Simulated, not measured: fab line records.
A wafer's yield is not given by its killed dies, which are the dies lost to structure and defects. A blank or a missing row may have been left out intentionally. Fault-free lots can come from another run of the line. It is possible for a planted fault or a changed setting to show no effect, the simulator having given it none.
Comparing a struck lot with a sound one    flow nand harc    39 steps out of a route of 1302
Sound: these wafers, L881.3, L881.4, L881.6. Wafers L885.1, L885.3, L885.5 were the ones struck. Last of all comes the cause.
At each step with rows: each side's tool, then ch and its chambers, then its first start. Under that, the readings that differ: sound wafers    struck wafers    difference of the means    sigmas: that difference in standard deviations of wafers without a fault.
alike: same words and numbers on both sides, and readings whose means sit less than 2 such deviations apart. not compared: any withheld reading, any reading some wafer has no value for, any bound like >300 that may hide the same value, and any number with overlapping values for which the record gives no deviation.
A row with sigmas, a row that says differs or no value, or rows on one side alone: a step with any of these is where the two part. Numbers that have no deviation but don't overlap get no sigmas and don't part them. Lack of a reading on every wafer of one side parts them only where that side has two or more wafers.

first, 1 step without rows for these wafers: NHARC_A_ONON_D1_DEP_00 (target thk 1000 nm).
NHARC_A_ONON_D1_THK_MEAS_02: measures by ellipsometry.
  sound on film metro-01, day 9 08:17; struck on film metro-02, day 11 15:53
reading      sound           struck       difference  sigmas
thk nm (nm)  1023 1026 1027  998 999 998  -27         -3
then NHARC_A_ONON_D1_DEP_03 (target thk 1000 nm), 1 step lacking rows for these wafers.
NHARC_A_ONON_D1_THK_MEAS_05: measures by ellipsometry.
  sound on film metro-02, day 9 08:50; struck on film metro-01, day 11 16:28
  alike: thk nm
then NHARC_A_ONON_D1_DEP_06 (target thk 1000 nm), 1 step lacking rows for these wafers.
NHARC_A_ONON_D1_THK_MEAS_08: measures by ellipsometry.
  sound on film metro-02, day 9 09:25; struck on film metro-02, day 11 17:01
  alike: thk nm
then NHARC_A_ONON_D1_DEP_09 (target thk 1000 nm), 1 step lacking rows for these wafers.
NHARC_A_ONON_D1_THK_MEAS_11: measures by ellipsometry.
  sound on film metro-02, day 9 09:58; struck on film metro-02, day 11 17:35
  alike: thk nm
then NHARC_A_ONON_D1_DEP_12 (target thk 1000 nm), 1 step lacking rows for these wafers.
NHARC_A_ONON_D1_THK_MEAS_14: measures by ellipsometry.
  sound on film metro-01, day 9 10:32; struck on film metro-02, day 11 18:09
reading      sound           struck       difference  sigmas
thk nm (nm)  1015 1015 1015  993 994 997  -20         -2
then, 1 step without rows for these wafers: NHARC_A_ONON_D1_ANNEAL_15 (time 3600 s).
NHARC_A_ONON_D1_DEP_16: target thk 1000 nm.
  sound on pecvd onon-02 ch 0, day 9 17:50; struck on pecvd onon-02 ch 0, day 12 01:24
NHARC_A_ONON_D1_THK_MEAS_18: measures by ellipsometry.
  sound on film metro-01, day 9 18:14; struck on film metro-02, day 12 01:55
  alike: thk nm
then NHARC_A_ONON_D1_DEP_19 (target thk 1000 nm), 1 step lacking rows for these wafers.
NHARC_A_ONON_D1_THK_MEAS_21: measures by ellipsometry.
  sound on film metro-02, day 9 18:48; struck on film metro-01, day 12 02:29
  alike: thk nm
then NHARC_A_ONON_D1_DEP_22 (target thk 1000 nm), 1 step lacking rows for these wafers.
NHARC_A_ONON_D1_THK_MEAS_24: measures by ellipsometry.
  sound on film metro-01, day 9 19:24; struck on film metro-02, day 12 03:03
  alike: thk nm
then NHARC_A_ONON_D1_DEP_25 (target thk 1000 nm), 1 step lacking rows for these wafers.
NHARC_A_ONON_D1_THK_MEAS_27: measures by ellipsometry.
  sound on film metro-01, day 9 19:58; struck on film metro-02, day 12 03:37
  alike: thk nm
then NHARC_A_ONON_D1_DEP_28 (target thk 1000 nm), 1 step lacking rows for these wafers.
NHARC_A_ONON_D1_THK_MEAS_30: measures by ellipsometry.
  sound on film metro-01, day 9 20:31; struck on film metro-02, day 12 04:11
  alike: thk nm
NHARC_A_ONON_D1_DEP_33: deposits SiO2, target thk 200 nm.
  sound on pecvd-04 ch 0,1,2, day 9 20:35; struck on pecvd-01 ch 0,1,2, day 12 04:14
  alike: heater power w, throttle valve pct
NHARC_A_ONON_D1_THK_MEAS_34: measures by ellipsometry.
  sound on film metro-01, day 9 21:00; struck on film metro-02, day 12 04:39
  alike: thk nm
NHARC_A_CHANNEL_HOLE_D1_DEP_00: deposits aC, target thk 3100 nm.
  sound on acl dep-02 ch 0, day 9 21:46; struck on acl dep-01 ch 0, day 12 06:29
  alike: throttle valve pct
NHARC_A_CHANNEL_HOLE_D1_DEP_01: deposits SiON, target thk 140 nm.
  sound on pecvd-03 ch 0,2, day 9 23:04; struck on pecvd-03 ch 0,2, day 12 08:25
  alike: heater power w
then, 10 steps without rows for these wafers: NHARC_A_CHANNEL_HOLE_D1_DEHYDRATE_02 (time 120 s); NHARC_A_CHANNEL_HOLE_D1_HMDS_03 (time 30 s); NHARC_A_CHANNEL_HOLE_D1_COAT_36 (time 75 s); NHARC_A_CHANNEL_HOLE_D1_COAT_37 (time 65 s); NHARC_A_CHANNEL_HOLE_D1_COAT_04 (resist thk 90 nm); NHARC_A_CHANNEL_HOLE_D1_SOFTBAKE_05 (time 55 s); NHARC_A_CHANNEL_HOLE_D1_EBR_06; NHARC_A_CHANNEL_HOLE_D1_EXPOSE_07 (exposes mask HOLE D1, target cd 100 nm); NHARC_A_CHANNEL_HOLE_D1_PEB_08 (peb time 65 s); NHARC_A_CHANNEL_HOLE_D1_DEVELOP_09 (develop time 35 s).
NHARC_A_CHANNEL_HOLE_D1_CD_MEAS_10: target cd 100 nm.
  sound on cd sem-02 ch 0, day 9 23:47; struck on cd sem-03 ch 0, day 12 08:59
  alike: cd nm
NHARC_A_CHANNEL_HOLE_D1_OVL_MEAS_11:
  sound on overlay-01, day 9 23:52; struck on overlay-01, day 12 09:05
  alike: overlay x nm, overlay y nm
NHARC_A_CHANNEL_HOLE_D1_DESCUM_15: chemistry O2, time 3 s.
  sound on rie diel-05 ch 2,3, day 9 23:58; struck on rie diel-10 ch 0,3, day 12 09:11
reading                          sound           struck          difference  sigmas
showerhead plenum p Torr (Torr)  1.96 1.96 2.05  1.78 1.88 1.77  -0.18       -2
  alike: drypump motor current A, mfc ar sccm, oes product au, rf vpp V, throttle valve pct
  not compared: rf hours counter h
-- break in the record here, with 16 days between the starts of the struck wafers on either side (left off in module A_CHANNEL_HOLE_D1, picked up again in module END, where the first step shown is number 1302 on the route) --
NHARC_END_SORT_01:
  the record has rows for the struck wafers here (prober-02 ch 0, day 28 12:04) and none for the sound ones

WHERE THEY PART
Earliest at NHARC_A_ONON_D1_THK_MEAS_02; latest, in this record, at NHARC_END_SORT_01.

WHY: what had been put in by the simulator
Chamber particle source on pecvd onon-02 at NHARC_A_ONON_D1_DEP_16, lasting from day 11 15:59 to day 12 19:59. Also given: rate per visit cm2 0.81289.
